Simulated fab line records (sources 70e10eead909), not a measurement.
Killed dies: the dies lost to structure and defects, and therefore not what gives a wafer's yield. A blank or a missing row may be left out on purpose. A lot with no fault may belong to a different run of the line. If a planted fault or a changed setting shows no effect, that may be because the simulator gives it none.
One fault seen from 2 desks ; flow nand-harc ; only its own numbers are on each desk; what lay behind them is given at the end

FOR THE TOOL OWNER'S DESK: pecvd-onon-03
The tool's own readings at NHARC_A_ONON_D1_DEP_16 (target thk 1000 nm): means of the sampled wafers that have a number, for each lot that ran on this tool. A lot is out of limits, marked OUT, if its mean lies more than 4 standard deviations from the usual mean; the brackets give that distance.
Columns: A = susceptor-temp-C at NHARC_A_ONON_D1_DEP_16, usual 400.02 C
lot;first seen here;A
L266;day 8 12:01;400.05
L269;day 8 23:38;400.05
L273;day 9 22:35;400.03
L275;day 10 20:24;400.13
L282;day 11 23:36;399.95
L286;day 13 02:11;399.57
L287;day 13 16:51;400.14
Finding of this desk: none of the 7 lots has anything out of limits.

AT THE METROLOGY DESK
What the gauges read, lot by lot, whatever tool the lot ran on: means of the sampled wafers that have a number. A lot is out of limits, marked OUT, if its mean lies more than 4 standard deviations from the usual mean; the brackets give that distance.
Columns: A = thk-nm at NHARC_A_SOURCE_PLATE_THK_MEAS_09, usual 9.6 nm; B = thk-nm at NHARC_A_ONON_D1_THK_MEAS_18, usual 999 nm
lot;first seen here;A;B
L265;day 7 01:17;10.0;1007
L266;day 7 13:09;8.6;1019
L267;day 7 13:10;9.3;1012
L269;day 8 00:15;9.3;998
L270;day 8 00:15;10.2;1010
L272;day 8 08:30;8.8;992
L273;day 8 23:47;9.3;997
L274;day 8 23:48;9.4;1007
L275;day 9 16:39;9.9;1002
L276;day 9 16:40;10.0;1003
L282;day 11 00:49;9.6;909 (-10) OUT
L286;day 12 01:00;10.4;878 (-14) OUT
L287;day 12 17:06;10.4;917 (-9.4) OUT
Finding of this desk: L282, L286, L287 out of limits; the first was L282 at day 12 00:03, on thk-nm at NHARC_A_ONON_D1_THK_MEAS_18. In limits: L265, L266, L267, L269, L270, L272, L273, L274, L275, L276.

BROUGHT TOGETHER
The metrology desk could have raised an alarm at day 12 00:03, on L282, L286, L287.
The desk of the tool owner found nothing out of limits.
Tool owner's desk: L282, L286, L287 on record, inside its limits.
On pecvd-onon-03, each named lot ran NHARC_A_ONON_D1_DEP_16.

WHAT HAD BEEN PUT IN BY THE SIMULATOR
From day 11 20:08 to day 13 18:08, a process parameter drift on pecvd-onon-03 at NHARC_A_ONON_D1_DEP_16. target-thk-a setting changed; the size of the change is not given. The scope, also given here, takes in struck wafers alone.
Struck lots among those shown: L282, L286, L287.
Delay in hours, fault start to first out-of-limits reading, per desk: metrology desk 4.
